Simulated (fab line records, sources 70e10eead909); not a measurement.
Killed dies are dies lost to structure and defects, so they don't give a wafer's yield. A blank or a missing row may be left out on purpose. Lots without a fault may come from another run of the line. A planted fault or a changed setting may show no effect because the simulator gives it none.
fab line records | flow nand_harc
record lots=12 wafers=36 last_day=24
route steps=1159 shown A_CONTACT@939 A_BLC@969 END@1159
lots that met no fault: from a run of the same line without faults
start_h: hours from the record's first day to the start of the lot's first wafer shown | wait_h: hours since the lot's step before | " the same as in the row above | L1.1+2: a row that stands for several wafers | - no value, or no start given | * or withheld: withheld | < > ~ a bound
route shown NAME@n: a module of which the file shows steps, and the number in the route of the first | usual: mean/standard deviation of fault-free wafers | same: alike in all rows | chamber/n: place in a boat | sites: the reading at each site | _std_site: their standard deviation | _edge_site: outer sites' mean less inner sites' | radius_mm: how far each site lies from the wafer's centre | mask NAME#n: copy n | behind: the tool/chamber that last shaped the wafer | hold: why the lot was held/for how many hours/how that ended | device: the transistor (n, p or np) that didn't switch | end of line: the same wafers' tests at the end of the route | a step without rows: its recipe alone | killed: dies lost to structure and defects at the first sort, not the wafer's yield | map: a wafer's dies, x killed, . not, _ none there
set.NAME: the setting as run; set.NAME@STEP: as run at that earlier step | model.NAME: the simulator's own value behind a step, which no gauge read
steps of the route over a sample of lots; a table a step, a row a wafer
services: from which hour (start_h, from the record's first day; less than 0 if before it) a tool's chamber was out of use, for how many hours, and why
## steps
# step NHARC_A_CONTACT_ETCH_88
# recipe target_depth_a=390 over_etch_frac=0.3 time_s=65 ion_energy_ev=80 cf4_flow_sccm=150 ar_flow_sccm=0 rf_w=300 bias_w=100 chemistry=CF4
# usual drypump_motor_current_A=5.4/0.49 oes_product_au=0.999/0.0074 rf_vpp_V=151.1/1.2 showerhead_plenum_p_Torr=1.77/0.068 throttle_valve_pct=13.285/0.0098
# columns lot.wafer tool chamber start_h wait_h drypump_motor_current_A oes_product_au rf_hours_counter_h rf_vpp_V showerhead_plenum_p_Torr throttle_valve_pct
L859.4 rie_diel-08 1 380.37 0.1 6.4 1.002 24 151.1 1.71 13.278
L859.1 " 2 " " 5.2 0.995 28 152.5 1.88 13.273
L859.5 " 0 " " 5.9 0.988 - 149.4 1.65 13.293
L861.1 rie_diel-07 2 388.98 0.1 5.0 1.000 30 152.7 1.81 13.274
L861.2 " 1 " " 5.0 1.002 30 152.1 1.84 13.276
L861.6 " 2 " " 5.0 0.998 - 151.7 1.81 13.287
L860.4 rie_diel-07 3 393.04 0.1 5.1 0.996 29 150.6 1.71 13.290
L860.2 " 1 " " 5.0 0.998 31 153.1 1.84 13.286
L860.6 " 3 " " 5.1 0.977 - 149.9 1.71 13.300
L863.3 rie_diel-07 3 395.24 0.1 5.1 0.991 30 150.8 1.71 13.280
L863.4 " 1 " " 5.0 0.999 32 151.4 1.84 13.296
L863.5 " 3 " " 5.1 0.999 - 148.8 1.71 13.287
L865.3 rie_diel-04 1 406.00 0.1 5.0 1.015 37 150.7 1.74 13.285
L865.1 " 2 " " 5.4 1.009 41 151.3 1.74 13.294
L865.2 " 0 " " 5.9 1.006 44 150.2 1.79 13.294
L866.4 rie_diel-04 1 422.66 0.1 5.0 1.000 41 150.9 1.74 13.276
L866.1 " 3 " " 6.7 0.997 42 150.5 1.68 13.305
L866.6 " 0 " " 5.9 0.997 - 151.9 1.79 13.273
L873.4 rie_diel-07 3 473.14 0.1 5.1 1.003 13 150.5 1.71 13.283
L873.3 " 2 " " 5.0 1.002 13 151.3 1.81 13.298
L873.5 " 3 " " 5.1 0.992 - 150.2 1.71 13.288
L875.1 rie_diel-08 1 477.02 0.1 6.4 1.005 65 150.6 1.70 13.286
L875.3 " 2 " " 5.2 1.001 68 153.0 1.87 13.287
L875.6 " 3 " " 5.5 0.990 - 148.9 1.64 13.275
L877.2 rie_diel-07 2 480.25 0.1 4.9 1.007 15 150.7 1.81 13.273
L877.3 " 0 " " 5.3 0.995 15 151.1 1.81 13.292
L877.6 " 2 " " 5.0 1.010 - 151.3 1.81 13.295
L876.4 rie_diel-07 2 481.53 0.1 5.0 1.013 15 151.2 1.81 13.278
L876.2 " 0 " " 5.3 0.999 15 151.3 1.81 13.285
L876.6 " 2 " " 5.0 1.001 - 151.1 1.81 13.272
L878.2 rie_diel-08 1 490.62 0.1 6.4 1.010 0 151.2 1.70 13.282
L878.3 " 2 " " 5.2 1.006 0 153.0 1.87 13.289
L878.4 " 3 " " 5.5 0.998 0 154.1 1.91 13.286
L880.2 rie_diel-07 0 511.36 0.1 5.3 0.997 19 150.6 1.81 13.284
L880.5 " 3 " " 5.1 1.008 - 151.4 1.71 13.272
L880.6 " 0 " " 5.3 0.997 - 151.5 1.81 13.284
# step NHARC_A_CONTACT_ETCH_137
# recipe source_w=withheld pressure_mtorr=20 bias_v=3000 time_s=132 target_depth_a=12870 ar_flow_sccm=withheld c4f8_flow_sccm=withheld o2_flow_sccm=withheld chemistry=C4F8/O2/Ar
# columns lot.wafer tool chamber start_h wait_h rf_hours_counter_h
L859.1 har_cap_etch-02 1 382.20 0.1 11
L859.4 " 0 " " -
L859.5 " 1 " " -
L861.2 har_cap_etch-03 1 391.28 0.1 83
L861.1 " 0 " " 83
L861.6 " 1 " " -
L860.2 har_cap_etch-01 1 394.64 0.2 65
L860.4 " 1 " " -
L860.6 " 0 " " -
L863.4 har_cap_etch-03 0 396.89 0.1 -
L863.3 " 1 " " -
L863.5 " 0 " " -
L865.1 har_cap_etch-01 1 407.72 0.2 67
L865.2 " 0 " " 67
L865.3 " 1 " " -
L866.1 har_cap_etch-03 1 424.35 0.1 87
L866.4 " 1 " " -
L866.6 " 1 " " -
L873.4 har_cap_etch-03 0 474.53 0.1 -
L873.3 " 1 " " -
L873.5 " 1 " " -
L875.1 har_cap_etch-03 0 478.50 0.1 97
L875.3 " 1 " " -
L875.6 " 1 " " -
L877.2 har_cap_etch-02 1 481.59 0.1 31
L877.3 " 0 " " -
L877.6 " 1 " " -
L876.2 har_cap_etch-01 1 483.43 0.1 79
L876.4 " 1 " " -
L876.6 " 0 " " -
L878.2 har_cap_etch-02 1 491.98 0.1 31
L878.4 " 0 " " -
L878.3 " 1 " " -
L880.2 har_cap_etch-02 0 513.23 0.1 33
L880.6 " 0 " " -
L880.5 " 1 " " -
# step NHARC_A_BLC_SOFTBAKE_05
# recipe temp_c=105 time_s=55
# usual heater_power_total_W=188.44/0.13
# columns lot.wafer tool chamber start_h wait_h heater_power_total_W
L859.1 litho_track-01 0 386 - 188.54
L859.4 " 0 " " 188.32
L859.5 " 0 " " 188.48
L861.1 litho_track-06 0 396 - 188.43
L861.2 " 0 " " 188.37
L861.6 " 0 " " 188.32
L860.2 litho_track-06 0 398 - 186.26
L860.4 " 0 " " 186.32
L860.6 " 0 " " 186.14
L863.3 litho_track-01 0 401 - 188.55
L863.4 " 0 " " 188.32
L863.5 " 0 " " 188.33
L865.1 litho_track-04 0 417 - 188.72
L865.2 " 0 " " 188.61
L865.3 " 0 " " 188.42
L866.1 litho_track-06 0 427 - 186.16
L866.4 " 0 " " 186.57
L866.6 " 0 " " 186.24
L873.3 litho_track-04 0 483 - 188.47
L873.4 " 0 " " 188.70
L873.5 " 0 " " 188.74
L875.1 litho_track-06 0 495 - 188.32
L875.3 " 0 " " 188.48
L875.6 " 0 " " 188.37
L877.2 litho_track-06 0 497 - 188.51
L877.3 " 0 " " 188.66
L877.6 " 0 " " 188.39
L876.2 litho_track-01 0 497 - 188.48
L876.4 " 0 " " 188.64
L876.6 " 0 " " 188.41
L878.2 litho_track-06 0 502 - 188.38
L878.3 " 0 " " 188.44
L878.4 " 0 " " 188.35
L880.2 litho_track-06 0 516 - 188.47
L880.5 " 0 " " 188.34
L880.6 " 0 " " 188.31
# step NHARC_A_BLC_ETCH_16
# recipe target_depth_a=390 over_etch_frac=0.3 time_s=65 ion_energy_ev=80 cf4_flow_sccm=150 ar_flow_sccm=0 rf_w=300 bias_w=100 chemistry=CF4
# usual drypump_motor_current_A=5.6/0.51 oes_product_au=0.999/0.0072 rf_vpp_V=151.1/1.1 showerhead_plenum_p_Torr=1.76/0.055 throttle_valve_pct=13.284/0.0093
# columns lot.wafer tool chamber start_h wait_h drypump_motor_current_A oes_product_au rf_hours_counter_h rf_vpp_V showerhead_plenum_p_Torr throttle_valve_pct
L859.1 rie_diel-09 3 387.75 0.1 5.4 0.992 12 151.6 1.78 13.291
L859.5 " 3 " " 5.4 0.995 - 152.8 1.78 13.277
L859.4 " 2 " " 6.5 1.000 - 151.0 1.70 13.286
L861.1 rie_diel-01 3 397.01 0.1 5.1 1.003 23 151.2 1.83 13.297
L861.2 " 0 " " 5.8 1.000 26 152.3 1.83 13.283
L861.6 " 0 " " 5.8 0.991 - 151.1 1.83 13.290
L860.2 rie_diel-09 2 399.01 0.1 6.5 1.003 12 152.3 1.70 13.296
L860.6 " 0 " " 5.1 1.004 - 151.2 1.86 13.296
L860.4 " 3 " " 5.4 1.005 - 150.7 1.78 13.295
L863.4 rie_diel-01 1 402.34 0.1 5.5 1.001 29 150.1 1.67 13.296
L863.3 " 2 " " 4.8 0.988 25 150.6 1.78 13.278
L863.5 " 0 " " 5.8 0.997 - 151.7 1.83 13.287
L865.3 rie_diel-09 0 418.41 0.1 5.1 0.998 16 152.4 1.86 13.283
L865.1 " 2 " " 6.5 0.995 15 149.8 1.70 13.282
L865.2 " 3 " " 5.4 1.002 17 151.2 1.78 13.284
L866.1 rie_diel-06 0 428.52 0.1 5.8 1.021 0 152.0 1.73 13.285
L866.6 " 1 " " 6.0 1.003 - 151.8 1.77 13.274
L866.4 " 2 " " 5.1 1.004 - 150.8 1.77 13.287
L873.4 rie_diel-09 1 484.14 0.1 5.1 1.004 4 149.8 1.79 13.281
L873.3 " 3 " " 5.5 1.006 5 152.5 1.78 13.275
L873.5 " 1 " " 5.1 1.000 - 152.3 1.79 13.297
L875.1 rie_diel-09 0 495.94 0.1 5.1 0.978 6 153.3 1.86 13.283
L875.3 " 1 " " 5.1 0.999 5 152.0 1.79 13.291
L875.6 " 0 " " 5.1 0.993 - 151.8 1.86 13.291
L877.3 rie_diel-09 2 497.79 0.1 6.4 1.008 7 150.2 1.69 13.281
L877.2 " 0 " " 5.1 1.012 6 151.1 1.86 13.286
L877.6 " 3 " " 5.4 0.993 - 149.3 1.77 13.286
L876.2 rie_diel-06 2 497.98 0.1 5.0 1.006 8 150.8 1.76 13.273
L876.6 " 3 " " 6.0 1.008 - 148.9 1.71 13.276
L876.4 " 2 " " 5.0 1.004 - 150.6 1.76 13.296
L878.3 rie_diel-06 3 503.32 0.1 6.0 0.995 7 149.5 1.71 13.296
L878.2 " 0 " " 5.8 1.003 8 150.6 1.72 13.286
L878.4 " 0 " " 5.7 1.007 - 150.5 1.72 13.268
L880.2 rie_diel-09 2 517.20 0.1 6.5 0.992 8 150.3 1.69 13.277
L880.6 " 2 " " 6.5 0.998 - 151.4 1.69 13.285
L880.5 " 3 " " 5.4 0.987 - 152.8 1.77 13.290
# step NHARC_END_SORT_01
# recipe temp_c=25
# usual killed_at_array=27/11 killed_at_other=0.7/0.93 killed_at_periphery=2.9/1.9 killed_dies=30/11 killed_open=3.1/1.7 killed_short=1.9/1.3
# same gross_dies=677
# columns lot.wafer tool chamber start_h wait_h killed_at_array killed_at_other killed_at_periphery killed_dies killed_open killed_short
L861.1 prober-02 0 444.89 2.5 16 1 4 21 2 1
L861.2 prober-02 0 445.68 2.8 19 3 4 26 5 0
L861.6 prober-02 0 448.83 3.9 13 2 1 16 1 1
# killed by level:class
L861.1 A_SLIT:chamber_film_flake=7 A_CHANNEL_HOLE_D1:chamber_film_flake=4 A_CONTACT:chamber_film_flake=2 P_CONTACT:geometric_particle:open=1 A_ONON_D1:geometric_particle:short=1 A_BLC:geometric_particle:open=1 P_ZERO_WELL:chamber_film_flake=1 P_STI:chamber_film_flake=1
L861.2 A_SLIT:chamber_film_flake=7 A_STAIRCASE:chamber_film_flake=6 THIN_TSV:chamber_film_flake=3 P_ZERO_WELL:chamber_film_flake=2 A_CHANNEL_HOLE_D1:chamber_film_flake=2 P_GATE:geometric_particle:open=1 P_M1:geometric_particle:open=1 A_ONON_D1:geometric_particle:open=1
L861.6 A_SLIT:chamber_film_flake=5 A_STAIRCASE:chamber_film_flake=4 A_CHANNEL_HOLE_D1:chamber_film_flake=2 THIN_TSV:chamber_film_flake=2 P_CONTACT:geometric_particle:short=1 A_WL_FILL:geometric_particle:open=1 A_CONTACT:chamber_film_flake=1
## services
# columns tool chamber start_h hours kind
rie_diel-07 0 359.78 - clean
rie_diel-07 1 359.78 - clean
rie_diel-09 0 384.38 3.8 repair
rie_diel-09 1 394.59 9.7 repair
rie_diel-07 - 405.27 9.0 pm
har_cap_etch-01 - 416.83 0.6 repair
rie_diel-06 - 418.20 9.0 pm
rie_diel-04 2 418.50 1.2 repair
rie_diel-09 - 431.12 9.0 pm
rie_diel-08 0 433.33 29.2 repair
litho_track-01 - 443.00 7.0 pm
rie_diel-09 1 453.67 8.4 repair
rie_diel-04 - 466.02 9.0 pm
litho_track-06 - 467.00 7.0 pm
rie_diel-01 2 474.95 4.9 repair
rie_diel-08 - 479.11 9.0 pm
rie_diel-04 - 490.87 0.7 repair
litho_track-04 - 491.00 7.0 pm
har_cap_etch-03 - 492.53 0.7 repair
rie_diel-01 - 492.57 9.0 pm
rie_diel-06 1 495.80 11.9 repair
rie_diel-04 - 501.97 2.3 repair
rie_diel-01 0 507.52 17.1 repair
rie_diel-06 2 511.32 6.2 repair
## key
first_sign step=NHARC_A_BLC_SOFTBAKE_05 reading=heater_power_total_W direction=down sigmas=16 usual=* struck=*
effect none on later readings
met_at NHARC_A_BLC_SOFTBAKE_05
struck_lots L860,L866
tester_left_out L860,L866
not_acting_at NHARC_A_CONTACT_ETCH_88,NHARC_A_CONTACT_ETCH_137,NHARC_A_BLC_ETCH_16
onset_between 396 398
fault kind=process_parameter_drift tool=litho_track-06 chamber=- onset_h=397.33 steps=NHARC_A_BLC_SOFTBAKE_05 channel=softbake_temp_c offset=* shape=step end_h=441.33 acts_in=* stated=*
# tester_left_out: of these lots the tester's yield and bins aren't shown, on N5 and GAA mostly nor the transistor test; their killed dies are dies lost to structure and defects alone, not to doping, threshold or leakage, so they don't give the yield
